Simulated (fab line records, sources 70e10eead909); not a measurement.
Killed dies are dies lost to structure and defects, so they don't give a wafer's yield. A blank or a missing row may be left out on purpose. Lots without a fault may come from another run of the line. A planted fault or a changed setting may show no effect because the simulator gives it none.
Chamber matching | flow nand_harc | NHARC_A_M0_DEP_32 on pecvd-01: 3 sister chambers
The step deposits SiCN, target thk 30 nm. 6 wafers are shown with their chamber, then 12 later ones without.

WAFERS WITH THEIR CHAMBER
wafer  | chamber | showerhead_vpp_V (V) | heater_power_w (W)
L078.6 | 1       | 1238                 | 519
L088.1 | 2       | 1264                 | 572
L088.4 | 0       | 1288                 | 481
L085.2 | 0       | 1301                 | 514
L085.5 | 1       | 1244                 | 469
L085.6 | 2       | 1286                 | 519

WAFERS WITHOUT THEIR CHAMBER
wafer  | showerhead_vpp_V (V) | heater_power_w (W)
L091.4 | 1305                 | 536
L091.5 | 1259                 | 532
L091.6 | 1288                 | 598
L094.1 | 1291                 | 612
L094.3 | 1287                 | 617
L094.6 | 1251                 | 520
L096.1 | 1257                 | 515
L096.2 | 1273                 | 543
L096.3 | 1289                 | 565
L097.1 | 1308                 | 515
L097.3 | 1293                 | 584
L097.4 | 1293                 | 596

WHICH CHAMBER EACH WENT THROUGH
wafer  | from the rows above          | in truth
L091.4 | can't be placed: 0 or 2      | 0
L091.5 | can't be placed: 2 or 1 or 0 | 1
L091.6 | can't be placed: 2 or 0      | 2
L094.1 | can't be placed: 2 or 0      | 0
L094.3 | can't be placed: 2 or 0      | 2
L094.6 | can't be placed: 1 or 2      | 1
L096.1 | can't be placed: 1 or 2 or 0 | 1
L096.2 | 2                            | 2
L096.3 | can't be placed: 2 or 0      | 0
L097.1 | can't be placed: 0 or 2      | 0
L097.3 | can't be placed: 2 or 0      | 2
L097.4 | can't be placed: 2 or 0      | 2
Placed correctly: 1 of 12. Can't be placed from these rows: 11 (the true chamber is among the candidates in 11). Placed wrongly: 0.
How it was worked out, from the rows above alone: a wafer's distance from a chamber is the root of the sum, over the readings, of the square of ((its reading less the chamber's mean) divided by the reading's scatter). The wafer belongs to the nearest chamber; if the next one is less than 2 further off, it can't be placed. A chamber's mean is the mean of its shown wafers. The scatter: the root of (the sum of the squares of (reading less its chamber's mean) over the shown wafers, divided by (wafers less chambers)).
